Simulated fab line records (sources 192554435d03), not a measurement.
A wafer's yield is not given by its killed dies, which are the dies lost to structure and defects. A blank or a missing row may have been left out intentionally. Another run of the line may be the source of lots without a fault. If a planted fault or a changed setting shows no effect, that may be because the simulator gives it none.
fab line records	flow n5_finfet
record lots=8	wafers=24	last_day=17
route steps=1938 shown FIN_CUT@166 BEOL_M4@1111 PASSIVATION@1936
lots that met no fault: taken from a fault-free run of the same line
start_h: hours from the record's first day to the start of the lot's first wafer shown	wait_h: time in hours since the lot's previous step	" as in the row above	L1.1+2: a single row standing in for several wafers	- value missing, or start not given	* or withheld: withheld	< > ~ a bound
route shown NAME@n: NAME is a module with steps in the file, n the number in the route of the first one	usual: mean/standard deviation of fault-free wafers	same: alike in all rows	chamber/n: place in a boat	sites: per-site readings	_std_site: the values' standard deviation	_edge_site: inner sites' mean taken away from outer sites' mean	radius_mm: for every site, how far away it sits from the centre of the wafer	mask NAME#n: copy n	behind: the tool/chamber that last shaped the wafer	hold: why the lot went on hold/how many hours it stayed there/how the hold came to an end	device: which transistor (n, p or np) failed to switch	end of line: tests run on the same wafers once the route is complete	a step given without rows: its recipe and nothing more	killed: the dies lost at the first sort to structure and to defects; this is not the yield of the wafer	map: shows each die of a wafer: x if killed, . if not, _ if none is there
set.NAME: the setting as run; set.NAME@STEP: as run at that earlier step	model.NAME: the simulator's own value behind a step, which no gauge read
one table for each step of the route and one row for each wafer, over a sample of lots
services: when a tool's chamber went out of use (start_h, in hours from the record's first day, below 0 if earlier), for how many hours, and the reason
## steps
# step N5_FIN_CUT_DESCUM_13
# recipe chemistry=O2	time_s=7	source_power_w=50	bias_power_w=20	pressure_mtorr=20	rf_frequency_hz=2.712e+07	temp_c=40	resist=CAR-EUV	o2_flow_sccm=225
# usual drypump_motor_current_A=5.7/0.48	oes_product_au=0.82/0.089	rf_vpp_V=243.4/1.5	showerhead_plenum_p_Torr=2.10/0.079	throttle_valve_pct=20.37/0.2
lot.wafer	tool	chamber	start_h	wait_h	drypump_motor_current_A	oes_product_au	rf_hours_counter_h	rf_vpp_V	showerhead_plenum_p_Torr	throttle_valve_pct
L790.1	rie_diel-05	0	33.84	0.0	6.3	0.98	3	244.3	2.06	20.59
L790.2	"	1	"	"	5.3	0.95	14	245.7	2.23	20.13
L790.5	"	3	"	"	5.3	0.74	-	242.7	2.08	20.25
L791.2	rie_diel-04	2	39.55	0.0	4.8	0.77	136	243.8	2.18	20.13
L791.4	"	1	"	"	5.4	0.95	7	242.0	2.05	20.67
L791.5	"	3	"	"	6.0	0.77	-	242.8	2.01	20.28
L793.1	rie_diel-05	0	51.12	0.0	6.3	0.97	8	242.6	2.06	20.60
L793.4	"	2	"	"	5.4	0.92	26	245.3	2.23	20.27
L793.5	"	3	"	"	5.3	0.74	-	243.9	2.08	20.25
L798.2	rie_diel-04	2	86.07	0.0	4.8	0.75	151	244.8	2.18	20.15
L798.5	"	3	"	"	6.0	0.76	-	242.4	2.01	20.32
L798.6	"	2	"	"	4.8	0.75	-	244.9	2.18	20.16
L801.3	rie_diel-05	0	100.70	0.0	6.3	0.92	23	243.2	2.05	20.61
L801.4	"	2	"	"	5.4	0.90	43	245.8	2.23	20.32
L801.5	"	1	"	"	5.3	0.92	-	244.7	2.22	20.17
L804.1	rie_diel-04	1	116.89	0.4	5.4	0.88	30	242.5	2.04	20.70
L804.2	"	2	"	"	4.8	0.75	160	242.7	2.17	20.18
L804.4	"	3	"	"	6.0	0.75	147	241.4	2.00	20.32
L807.4	rie_diel-03	1	135.90	0.0	6.0	0.74	174	241.3	2.00	20.41
L807.5	"	2	"	"	6.2	0.85	-	243.4	2.12	20.14
L807.6	"	1	"	"	6.0	0.74	-	241.6	2.00	20.41
L811.1	rie_diel-03	0	159.00	0.0	5.4	0.77	143	243.2	2.09	20.53
L811.3	"	1	"	"	6.0	0.74	182	242.6	2.00	20.44
L811.4	"	2	"	"	6.1	0.85	64	243.0	2.12	20.17
# step N5_FIN_CUT_ETCH_30
# recipe chemistry=N2/H2	target=underlayer	target_depth_a=130	mask_material=CAR-EUV	time_s=10.4	ion_energy_ev=200	pressure_mtorr=30	source_w=840	bias_w=150	n2_flow_sccm=200	h2_flow_sccm=200	ends=cleared
# usual bias_w=150.0/0.46	drypump_motor_current_A=5.7/0.48	etch_rf_on_time_s=10.34/0.2	oes_product_au=0.70/0.076	rf_vpp_V=524.4/2.8	showerhead_plenum_p_Torr=2.56/0.097	throttle_valve_pct=17.82/0.22
lot.wafer	tool	chamber	start_h	wait_h	bias_w	drypump_motor_current_A	etch_rf_on_time_s	oes_product_au	rf_hours_counter_h	rf_vpp_V	showerhead_plenum_p_Torr	throttle_valve_pct
L790.1	rie_diel-05	0	33.88	0.0	149.9	6.3	10.08	0.84	3	523.1	2.50	18.07
L790.2	"	1	"	"	150.3	5.3	10.00	0.83	14	528.8	2.71	17.55
L790.5	"	3	"	"	150.4	5.3	10.51	0.62	-	523.6	2.53	17.72
L791.2	rie_diel-04	2	39.58	0.0	150.3	4.7	10.18	0.66	136	527.2	2.66	17.59
L791.4	"	1	"	"	150.9	5.4	10.00	0.81	7	523.9	2.49	18.15
L791.5	"	3	"	"	150.8	6.0	10.18	0.66	-	523.0	2.45	17.78
L793.1	rie_diel-05	0	51.15	0.0	150.8	6.3	10.13	0.82	8	522.6	2.50	18.06
L793.4	"	2	"	"	148.9	5.5	10.34	0.79	26	529.5	2.71	17.79
L793.5	"	3	"	"	150.9	5.3	10.65	0.62	-	522.8	2.52	17.73
L798.2	rie_diel-04	2	86.10	0.0	150.5	4.8	10.32	0.64	151	526.8	2.65	17.62
L798.5	"	3	"	"	150.0	6.0	10.15	0.66	-	519.1	2.44	17.82
L798.6	"	2	"	"	150.1	4.8	10.27	0.65	-	527.0	2.65	17.62
L801.3	rie_diel-05	0	100.73	0.0	148.9	6.3	10.08	0.78	23	523.0	2.49	18.12
L801.4	"	2	"	"	149.8	5.4	10.39	0.76	43	528.0	2.70	17.81
L801.5	"	1	"	"	149.6	5.3	10.08	0.79	-	529.3	2.71	17.58
L804.1	rie_diel-04	1	116.92	0.0	150.3	5.4	10.15	0.76	30	521.7	2.48	18.16
L804.2	"	2	"	"	150.2	4.8	10.38	0.65	160	526.7	2.65	17.64
L804.4	"	3	"	"	149.5	6.0	10.26	0.64	147	520.3	2.44	17.81
L807.4	rie_diel-03	1	135.94	0.0	150.0	6.0	10.36	0.63	174	519.4	2.42	17.80
L807.5	"	2	"	"	150.0	6.2	10.44	0.73	-	525.2	2.58	17.58
L807.6	"	1	"	"	149.6	6.0	10.40	0.63	-	522.6	2.42	17.82
L811.1	rie_diel-03	0	159.03	0.0	149.1	5.4	10.56	0.64	144	523.7	2.55	17.91
L811.3	"	1	"	"	150.5	6.0	10.43	0.63	182	521.7	2.41	17.82
L811.4	"	2	"	"	150.0	6.2	10.47	0.71	64	526.3	2.58	17.56
# step N5_FIN_CUT_CUT_ETCH_15
# recipe chemistry=HBr/Cl2/O2	target=Si	target_depth_a=1000	bt_time_s=10	mask_material=SOC	time_s=42.4	ion_energy_ev=*	bias_w=*	pressure_mtorr=10	icp_w=800	HBr_flow_sccm=150	Cl2_flow_sccm=80	O2_flow_sccm=12
# usual bias_w=*	drypump_motor_current_A=5.7/0.44	oes_product_au=1.005/0.015	throttle_valve_pct=37.03/0.27
lot.wafer	tool	chamber	start_h	wait_h	bias_w	drypump_motor_current_A	oes_product_au	rf_hours_counter_h	throttle_valve_pct
L790.1	rie_si-03	0	34.47	0.1	*	4.9	0.977	67	37.35
L790.2	"	1	"	"	*	6.5	1.002	61	36.88
L790.5	"	1	"	"	*	6.6	1.005	-	36.88
L791.2	rie_si-01	1	40.18	0.1	*	5.7	1.007	35	36.72
L791.4	"	0	"	"	*	5.8	1.026	-	37.25
L791.5	"	1	"	"	*	5.7	1.001	-	36.72
L793.1	rie_si-01	0	51.82	0.1	*	5.8	1.026	51	37.27
L793.4	"	0	"	"	*	5.8	1.024	-	37.26
L793.5	"	3	"	"	*	5.6	0.991	-	36.88
L798.2	rie_si-01	1	86.72	0.1	*	5.7	1.009	36	36.73
L798.5	"	1	"	"	*	5.7	1.013	-	36.72
L798.6	"	0	"	"	*	5.9	1.017	-	37.25
L801.3	rie_si-01	0	101.33	0.0	*	5.8	1.018	52	37.25
L801.4	"	1	"	"	*	5.7	1.002	-	36.71
L801.5	"	3	"	"	*	5.6	1.001	-	36.87
L804.1	rie_si-03	3	117.52	0.1	*	6.4	1.005	103	37.30
L804.2	"	1	"	"	*	6.6	1.004	62	36.87
L804.4	"	0	"	"	*	4.9	0.977	68	37.38
L807.4	rie_si-05	3	136.53	0.0	*	5.4	0.995	101	37.48
L807.5	"	3	"	"	*	5.4	0.989	-	37.48
L807.6	"	0	"	"	*	6.0	0.995	-	37.24
L811.1	rie_si-05	2	159.63	0.1	*	4.7	1.024	139	36.87
L811.3	"	3	"	"	*	5.4	0.989	102	37.48
L811.4	"	0	"	"	*	6.0	1.011	134	37.22
# step N5_FIN_CUT_STRIP_22
# recipe chemistry=N2/H2	power_w=500	temp_c=40	pressure_mtorr=50	rf_frequency_hz=6e+07	overash_fraction=0.3	bias_power_w=8	h2_frac=0.5	n2_flow_sccm=300	h2_flow_sccm=300
# usual drypump_motor_current_A=5.7/0.45	oes_product_au=0.83/0.093	rf_vpp_V=54.2/2.1	showerhead_plenum_p_Torr=3.38/0.12	throttle_valve_pct=18.9/0.41
lot.wafer	tool	chamber	start_h	wait_h	drypump_motor_current_A	oes_product_au	rf_hours_counter_h	rf_vpp_V	showerhead_plenum_p_Torr	throttle_valve_pct
L790.1	rie_diel-04	0	34.59	0.0	6.3	0.77	132	58.4	3.37	18.5
L790.2	"	2	"	"	4.8	0.76	135	57.6	3.51	18.6
L790.5	"	1	"	"	5.4	0.94	-	56.6	3.30	19.5
L791.2	rie_diel-03	0	40.30	0.0	5.4	0.82	98	54.8	3.39	18.7
L791.4	"	0	"	"	5.4	0.82	-	51.8	3.39	18.7
L791.5	"	3	"	"	6.1	0.67	-	56.3	3.18	19.7
L793.1	rie_diel-05	1	51.94	0.0	5.3	0.95	19	57.1	3.57	18.5
L793.4	"	2	"	"	5.4	0.92	26	57.7	3.57	19.3
L793.5	"	1	"	"	5.3	0.95	-	54.5	3.57	18.5
L798.2	rie_diel-05	2	86.84	0.0	5.5	0.93	39	56.1	3.56	19.3
L798.5	"	1	"	"	5.4	0.93	-	55.0	3.57	18.6
L798.6	"	0	"	"	6.3	0.94	-	55.7	3.30	19.4
L801.3	rie_diel-03	3	101.45	0.0	6.1	0.65	280	50.2	3.16	19.7
L801.4	"	0	"	"	5.4	0.77	-	53.9	3.37	18.7
L801.5	"	3	"	"	6.1	0.65	-	53.4	3.16	19.7
L804.1	rie_diel-04	3	117.64	0.0	6.0	0.75	147	51.9	3.22	19.0
L804.2	"	0	"	"	6.3	0.76	156	57.1	3.36	18.6
L804.4	"	1	"	"	5.3	0.91	30	52.1	3.28	19.5
L807.4	rie_diel-03	2	136.68	0.1	6.2	0.86	58	52.8	3.41	18.5
L807.5	"	3	"	"	6.1	1.00	-	51.1	3.59	19.3
L807.6	"	0	"	"	5.4	0.77	-	58.7	3.37	18.7
L811.1	rie_diel-03	0	159.90	0.2	5.4	0.76	144	51.0	3.36	18.7
L811.3	"	3	"	"	6.1	0.96	8	53.8	3.58	19.3
L811.4	"	1	"	"	6.0	0.73	182	57.6	3.20	18.9
# step N5_BEOL_M4_RC_MEAS_101
# usual DIBL_N=36.5/1.4	DIBL_P=36.6/1.6	IOFF_N=0.160/0.024	IOFF_P=0.217/0.029	ION_N=674/8.7	ION_P=464/6.5	SS_N=71.6/0.47	SS_P=73.4/0.57	VT_N=250.0/2.5	VT_P=-250/3.1
lot.wafer	tool	chamber	start_h	wait_h	DIBL_N[mV/V]	DIBL_P[mV/V]	IOFF_N[nA/um]	IOFF_P[nA/um]	ION_N[uA/um]	ION_P[uA/um]	SS_N[mV/dec]	SS_P[mV/dec]	VT_N[mV]	VT_P[mV]
L790.1	prober-02	0	174.07	0.0	34.3	35.8	0.140	0.193	663	465	71.6	72.8	250.5	-251
L790.2	"	0	"	"	35.2	36.7	0.143	0.203	666	461	71.8	72.6	251.5	-251
L790.5	"	0	"	"	35.5	36.3	0.152	0.208	671	462	71.7	73.3	249.1	-249
L791.2	prober-01	0	185.60	0.2	36.9	37.8	0.177	0.222	669	460	71.7	73.2	248.6	-249
L791.4	"	0	"	"	34.8	34.3	0.138	0.175	678	463	70.9	73.1	253.1	-252
L791.5	"	0	"	"	37.4	37.7	0.188	0.220	690	466	71.8	74.0	247.8	-250
L793.1	prober-01	0	195.34	0.0	37.1	37.2	0.180	0.253	687	474	71.6	73.5	247.7	-247
L793.4	"	0	"	"	36.6	36.7	0.178	0.256	675	468	71.7	72.6	247.2	-246
L793.5	"	0	"	"	36.3	36.3	0.169	0.241	684	475	71.6	73.6	244.9	-245
L798.2	prober-02	0	234.03	0.2	36.5	33.8	0.151	0.192	676	461	71.2	72.1	250.4	-251
L798.5	"	0	"	"	36.8	35.0	0.151	0.203	678	468	71.1	73.8	249.4	-251
L798.6	"	0	"	"	37.5	35.5	0.163	0.220	677	466	71.2	73.2	249.3	-248
L801.3	prober-01	0	244.15	0.3	35.7	35.4	0.134	0.212	666	469	70.7	72.5	251.2	-249
L801.4	"	0	"	"	37.9	37.3	0.174	0.239	681	465	72.1	73.1	249.5	-246
L801.5	"	0	"	"	36.0	35.4	0.140	0.210	675	468	71.0	72.9	249.9	-249
L804.1	prober-01	0	263.39	0.0	39.6	40.9	0.225	0.299	692	480	72.1	74.3	245.3	-246
L804.2	"	0	"	"	37.6	37.6	0.175	0.239	680	467	71.7	73.3	248.3	-248
L804.4	"	0	"	"	34.9	34.8	0.131	0.190	664	463	70.7	73.4	250.8	-249
L807.4	prober-01	0	278.41	0.5	36.7	38.8	0.167	0.226	666	463	72.0	74.2	249.4	-253
L807.5	"	0	"	"	36.8	39.0	0.173	0.231	669	459	71.6	73.8	250.7	-250
L807.6	"	0	"	"	35.0	36.9	0.146	0.194	672	460	71.7	73.3	250.6	-252
L811.1	prober-01	0	301.14	0.0	35.8	38.6	0.164	0.217	677	454	71.6	73.5	248.1	-249
L811.3	"	0	"	"	34.8	37.1	0.143	0.193	677	461	70.9	73.4	252.1	-250
L811.4	"	0	"	"	37.9	40.1	0.199	0.236	686	458	73.0	74.4	248.2	-249
# step N5_PASSIVATION_PROBE_49
# usual defect_limited_yield=91.2/1.4	killed_at_M0_to_M3=34/9.4	killed_at_M4_up=13/5.8	killed_at_contacts=13/6.4	killed_at_front_end=41/11	killed_at_other=3.1/2.3	killed_dies=103/16	killed_on_rim=13/3.4	killed_open=69/12	killed_short=33/7.8	sort_bin_5_function=5.1/0.91	sort_bin_6_memory=3.3/0.63	sort_n_pass=1077/16	sort_yield_pct=91.2/1.4
# same gross_dies=1180	killed_at_back_side=0	sort_bin_4_leakage[%]=0	sort_bin_8_speed[%]=0
lot.wafer	tool	chamber	start_h	wait_h	defect_limited_yield[%]	killed_at_M0_to_M3	killed_at_M4_up	killed_at_contacts	killed_at_front_end	killed_at_other	killed_dies	killed_on_rim	killed_open	killed_short	sort_bin_5_function[%]	sort_bin_6_memory[%]	sort_n_pass	sort_yield_pct[%]
L801.3	prober-02	-	342.91	0.1	93.1	32	13	9	25	2	81	11	49	31	3.6	3.0	1099	93.1
L801.4	prober-02	-	342.96	0.2	89.6	35	13	8	65	2	123	10	73	49	5.7	4.2	1057	89.6
# killed by level:class
L801.3 BEOL_M0_SAQP:geometric_particle:short=8 MOL_CONTACT_COAG:geometric_particle:open=7 STI_FIN_REVEAL:geometric_particle:open=6 BEOL_M3:geometric_particle:open=6 BEOL_M1:geometric_particle:open=5 BEOL_M2:geometric_particle:open=5 GATE_CUT:geometric_particle:short=4 FIN_SAQP:geometric_particle:short=3
L801.4 FIN_SAQP:geometric_particle:short=15 STI_FIN_REVEAL:geometric_particle:open=12 BEOL_M0_SAQP:geometric_particle:open=10 FIN_SAQP:geometric_particle:open=9 BEOL_M0_SAQP:geometric_particle:short=8 MOL_CONTACT_COAG:geometric_particle:open=7 GATE_CUT:geometric_particle:open=6 DUMMY_GATE:geometric_particle:open=5
## services
tool	chamber	start_h	hours	kind
rie_si-01	-	28.92	0.3	repair
rie_si-03	1	30.33	3.7	repair
rie_si-03	1	42.50	6.6	repair
rie_si-01	0	43.03	8.7	repair
rie_si-01	3	43.63	6.1	repair
rie_si-05	-	50.45	2.0	repair
rie_diel-05	1	53.03	12.9	repair
rie_diel-03	-	57.84	2.8	pm
rie_si-05	0	69.11	4.8	repair
rie_diel-03	3	69.26	7.2	repair
rie_diel-04	-	86.96	1.0	repair
rie_diel-05	2	91.74	2.1	repair
rie_diel-03	3	114.50	-	clean
rie_diel-03	3	114.50	-	consumable_replace:focus_ring
rie_diel-03	3	114.50	-	consumable_replace:showerhead
rie_diel-03	3	114.50	19.1	scheduled_down
rie_diel-03	3	114.50	19.1	vent_cycle
rie_diel-04	3	158.32	14.6	repair
## key
first_sign step=N5_FIN_CUT_CUT_ETCH_15	reading=bias_w	direction=down	sigmas=66	usual=*	struck=*
effect none on later readings
met_at N5_FIN_CUT_CUT_ETCH_15
struck_lots L798,L801
struck_wafers L798.6,L801.3
not_acting_at N5_FIN_CUT_DESCUM_13,N5_FIN_CUT_ETCH_30,N5_FIN_CUT_STRIP_22
onset_between 51.82 86.72
fault kind=process_parameter_drift	tool=rie_si-01	chamber=0	onset_h=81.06	steps=N5_FIN_CUT_CUT_ETCH_15	channel=bias_w	offset=*	shape=step	end_h=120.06	acts_in=*	stated=*
